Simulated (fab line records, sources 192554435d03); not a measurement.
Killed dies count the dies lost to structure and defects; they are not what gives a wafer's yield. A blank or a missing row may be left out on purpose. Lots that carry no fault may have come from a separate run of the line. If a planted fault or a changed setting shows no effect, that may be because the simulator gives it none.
Split-lot trial ; flow n5-finfet ; on a route of 1938 steps: 7 lots, 39 wafers read

THE SPLIT ITSELF
At N5_MOL_CONTACT_COAG_VIA_ETCH_117 (etches SiO2 in C4F6/O2, target depth 40 nm, overetch 8 nm, time 26 s), the setting bias-w was moved away from the recipe's 455 W on 15 of the 39 wafers read, by -7.8% to +15.8%. For the rest of the wafers, this setting stayed at what the recipe calls for.

The reading is taken at the split's own step.

THE READING
rf-vpp-V, in V, at N5_MOL_CONTACT_COAG_VIA_ETCH_117 (etches SiO2 in C4F6/O2, target depth 40 nm, overetch 8 nm, time 26 s). Typical for fault-free wafers on this fab line: 1589 V, with standard deviation 18 V.

wafer;tool, chamber at the split;bias-w as run, W;against the recipe;rf-vpp-V, V;against lot-mates on the recipe
L075.1;rie-diel-02, 0;520.8;+14.5%;1736;+140
L075.2;rie-diel-02, 2;520.8;+14.5%;1732;+136
L075.3;rie-diel-02, 1;455;recipe;1604;-
L075.4;rie-diel-02, 3;455;recipe;1611;-
L075.5;rie-diel-02, 0;455;recipe;1572;-
L075.6;rie-diel-02, 1;520.8;+14.5%;1773;+177
L078.1;rie-diel-04, 0;455;recipe;1615;-
L078.2;rie-diel-04, 3;455;recipe;1570;-
L078.3;rie-diel-04, 0;455;recipe;1613;-
L078.4;rie-diel-04, 3;485.9;+6.8%;1651;+52
L078.5;rie-diel-04, 3;485.9;+6.8%;1651;+52
L078.6;rie-diel-04, 0;485.9;+6.8%;1694;+95
L080.1;rie-diel-02, 2;455;recipe;1567;-
L080.2;rie-diel-02, 0;455;recipe;1570;-
L080.3;rie-diel-02, 1;455;recipe;1604;-
L080.4;rie-diel-02, 3;455;recipe;1609;-
L080.5;rie-diel-02, 0;455;recipe;1570;-
L080.6;rie-diel-02, 3;455;recipe;1609;-
L082.1;rie-diel-04, 0;480.4;+5.6%;1681;+99
L082.2;rie-diel-04, 3;480.4;+5.6%;1636;+54
L082.3;rie-diel-04, 1;455;recipe;1591;-
L082.4;rie-diel-04, 2;455;recipe;1577;-
L082.5;rie-diel-04, 1;480.4;+5.6%;1654;+72
L082.6;rie-diel-04, 2;455;recipe;1578;-
L084.1;rie-diel-02, 2;527.1;+15.8%;1745;+140
L084.2;rie-diel-02, 1;455;recipe;1604;-
L084.3;rie-diel-02, 3;455;recipe;1609;-
L084.4;rie-diel-02, 0;527.1;+15.8%;1752;+147
L084.5;rie-diel-02, 2;527.1;+15.8%;1746;+141
L084.6;rie-diel-02, 1;455;recipe;1601;-
L095.1;rie-diel-02, 0;419.4;-7.8%;1476;-115
L095.2;rie-diel-02, 2;455;recipe;1566;-
L095.3;rie-diel-02, 1;419.4;-7.8%;1506;-85
L095.4;rie-diel-02, 3;455;recipe;1606;-
L095.5;rie-diel-02, 1;455;recipe;1601;-
L095.6;rie-diel-02, 2;419.4;-7.8%;1472;-119
L097.4;rie-diel-04, 2;455;recipe;1576;-
L097.5;rie-diel-04, 3;455;recipe;1570;-
L097.6;rie-diel-04, 0;455;recipe;1613;-

FIT RESULTS
A straight line over all 39 wafers: rf-vpp-V changes by +10.9 V for each +1% of bias-w; r = +0.96; the points scatter about the line by 19 V.
The same after taking each lot's own level away (the mean of its wafers on the recipe; 39 wafers): +10.4 V for each +1%; r = +0.96; scatter 20 V.
The reading moves by 1.7e+02 V for the largest change in bias-w, on that fit.
Across the lots, their own levels run from 1582.0 to 1604.7 V, a range of 1.3 times the standard deviation given above.
Consequently the slope shifts little with the lot-to-lot level, the two slopes agreeing.
Check: +166 V against its lot-mates is what the line predicts for one of the wafers moved furthest among these (+15.8%) when that wafer is left out of the fit. Against them it came out at +140 V.
Tool readings at the split's step, against how far the setting was moved: rf-vpp-V r = +0.96.

THESE WAFERS: OTHER SPLITS
Before the reading, these wafers also passed through other splits. Each is held against what the fit with the lots' levels taken away leaves over:
other split on the same wafers;wafers away from the commonest value;r with rf-vpp-V (lot level and that fit taken away)
N5_FIN_SAQP_SPACER2_ALD_28 temp-c;15;-0.11
N5_DUMMY_GATE_ETCH_31 target-depth-a;18;+0.04
N5_MOL_CONTACT_COAG_VIA_ETCH_46 bias-w;15;+0.12

THE FILE'S OWN FIT
rf-vpp-V changes by +10.3 V for each +1% of bias-w, r = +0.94.
